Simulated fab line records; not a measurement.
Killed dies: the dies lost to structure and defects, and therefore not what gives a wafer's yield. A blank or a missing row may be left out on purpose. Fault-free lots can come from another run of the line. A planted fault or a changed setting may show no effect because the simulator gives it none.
Chamber matching	flow n5Finfet	aldMetal-02 running N5_BEOL_M6_ALD_77: 4 sister chambers
The step deposits TaN, target thk 2 nm, pulse time 2 s, purge time 3 s. 8 wafers are shown with their chamber, then 8 later ones without.

## WAFERS WITH THEIR CHAMBER
wafer	chamber	heaterPowerW (W)
L076.6	3	459
L079.1	2	472
L079.4	3	463
L090.3	2	474
L095.4	0	339
L095.5	0	352
L095.6	1	472
L097.3	1	473

## WAFERS MISSING THEIR CHAMBER
wafer	heaterPowerW (W)
L097.4	459
L097.5	480
L094.1	476
L094.5	484
L094.6	346
L096.3	478
L096.4	354
L096.6	340

## EACH ONE'S CHAMBER
wafer	from the rows above	in truth
L097.4	3	3
L097.5	can't be placed: 2 or 1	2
L094.1	can't be placed: 2 or 1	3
L094.5	can't be placed: 2 or 1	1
L094.6	0	0
L096.3	can't be placed: 2 or 1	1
L096.4	0	0
L096.6	0	0
Placed correctly: 4 of 8. These rows do not allow placing 4 (true chamber among the candidates in 3). Wrongly placed: 0.
How it was worked out, from the rows above alone: a wafer's distance from a chamber is the root of the sum, over the readings, of the square of ((its reading less the chamber's mean) divided by the reading's scatter). The wafer belongs to the nearest chamber; if the next one is less than 2 further off, it can't be placed. A chamber's mean is the mean of its shown wafers. The scatter is the square root of a quotient: the sum, over the shown wafers, of each reading's squared deviation from its chamber's mean, divided by wafers minus chambers.
